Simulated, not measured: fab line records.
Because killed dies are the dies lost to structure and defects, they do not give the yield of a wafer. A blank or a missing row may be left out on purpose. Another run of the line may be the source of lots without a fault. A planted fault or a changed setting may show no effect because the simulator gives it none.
Matching of chambers    flow n5_finfet    4 sister chambers for N5_BEOL_M3_ALD_84 on ald_metal-02
The step deposits TaN, pulse time 2 s, purge time 3 s, co reactant purge time 2 s. 4 wafers are shown with their chamber, then 8 later ones without.

## WAFERS PAIRED WITH THEIR CHAMBERS
wafer   chamber  heater_power_outer_w (W)
L082.1  3        258
L092.2  0        183
L092.5  2        225
L094.2  1        224

## WAFERS WITHOUT THEIR CHAMBER
wafer   heater_power_outer_w (W)
L094.5  256
L094.6  181
L093.2  258
L093.4  184
L093.6  188
L097.1  256
L097.4  219
L097.5  265

## THE CHAMBER EACH PASSED THROUGH
wafer   from the rows above      in truth
L094.5  3                        3
L094.6  0                        0
L093.2  3                        3
L093.4  0                        0
L093.6  0                        0
L097.1  3                        3
L097.4  can't be placed: 1 or 2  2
L097.5  3                        3
Correctly placed: 7 of 8. From these rows, 1 cannot be placed; in 1 the true chamber is one of the candidates. 0 placed wrongly.
How it was worked out, from the rows above alone: a wafer's distance from a chamber is the root of the sum, over the readings, of the square of ((its reading less the chamber's mean) divided by the reading's scatter). If the next closest chamber is less than 2 further off than the closest, the wafer can't be placed; otherwise it belongs to the closest. Each chamber's mean is taken over the wafers shown for it. The scatter: root of mean squared gap, hidden wafer to nearest shown wafer, with one shown wafer a chamber.
